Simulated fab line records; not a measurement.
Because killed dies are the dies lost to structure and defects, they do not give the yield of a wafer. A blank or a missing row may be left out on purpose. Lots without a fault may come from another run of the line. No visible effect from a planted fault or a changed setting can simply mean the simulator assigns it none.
Chamber matching	flow n5Finfet	N5_BEOL_M2_CO_CAP_55 on cvdCo-02: 3 sister chambers
The step material Co, precursor CCTBA/H2, target thk 2 nm, time 102.1 s. 6 wafers are shown with their chamber, then 7 later ones without.

WAFERS PAIRED WITH THEIR CHAMBERS
wafer	chamber	heaterPowerW (W)
L656.4	2	265
L662.1	2	267
L662.4	1	224
L662.5	0	224
L663.4	0	228
L663.5	1	225

WAFERS WHOSE CHAMBER IS MISSING
wafer	heaterPowerW (W)
L663.6	259
L672.1	222
L672.5	231
L672.6	230
L673.1	266
L673.2	230
L673.3	229

THE CHAMBER EACH PASSED THROUGH
wafer	from the rows above	in truth
L663.6	2	2
L672.1	can't be placed: 1 or 0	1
L672.5	can't be placed: 0 or 1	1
L672.6	can't be placed: 0 or 1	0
L673.1	2	2
L673.2	can't be placed: 0 or 1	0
L673.3	can't be placed: 0 or 1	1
Placed correctly: 2 of 7. Unplaceable from these rows: 5, with the true chamber sitting among the candidates in 5. Number placed wrongly: 0.
How it was worked out, from the rows above alone: a wafer's distance from a chamber is the root of the sum, over the readings, of the square of ((its reading less the chamber's mean) divided by the reading's scatter). The wafer belongs to the nearest chamber; if the next one is less than 2 further off, it can't be placed. The mean given for a chamber averages the wafers shown for that chamber. How the scatter is found: for the shown wafers, subtract from each reading the mean of its chamber, square and add these, divide the total by (wafers less chambers), then take the root.
